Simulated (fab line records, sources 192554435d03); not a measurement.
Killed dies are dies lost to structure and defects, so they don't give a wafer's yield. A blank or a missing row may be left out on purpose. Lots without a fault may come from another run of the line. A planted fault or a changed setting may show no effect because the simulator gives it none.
Chamber matching | flow n5_finfet | N5_FIN_SAQP_SPACER1_ETCHBACK_25 on rie_diel-05: 4 sister chambers
The step etches SiO2 in CHF3/O2, target depth 24.4 nm, time 12.2 s. 4 wafers are shown with their chamber, then 9 later ones without.

WAFERS WITH THEIR CHAMBER
wafer  | chamber | showerhead_plenum_p_Torr (Torr)
L085.4 | 1       | 2.50
L087.1 | 2       | 2.45
L087.2 | 0       | 2.57
L087.3 | 3       | 2.36

WAFERS WITHOUT THEIR CHAMBER
wafer  | showerhead_plenum_p_Torr (Torr)
L089.1 | 2.45
L089.3 | 2.57
L089.6 | 2.57
L094.1 | 2.49
L094.4 | 2.57
L094.6 | 2.44
L095.1 | 2.56
L095.4 | 2.36
L095.5 | 2.36

WHICH CHAMBER EACH WENT THROUGH
wafer  | from the rows above | in truth
L089.1 | 2                   | 2
L089.3 | 0                   | 0
L089.6 | 0                   | 0
L094.1 | 1                   | 1
L094.4 | 0                   | 0
L094.6 | 2                   | 2
L095.1 | 0                   | 0
L095.4 | 3                   | 3
L095.5 | 3                   | 3
Placed correctly: 9 of 9. Can't be placed from these rows: 0. Placed wrongly: 0.
How it was worked out, from the rows above alone: a wafer's distance from a chamber is the root of the sum, over the readings, of the square of ((its reading less the chamber's mean) divided by the reading's scatter). The wafer belongs to the nearest chamber; if the next one is less than 2 further off, it can't be placed. A chamber's mean is the mean of its shown wafers. The scatter: with one shown wafer a chamber, the root of the mean of the squares of how far each hidden wafer lies from its nearest shown one.
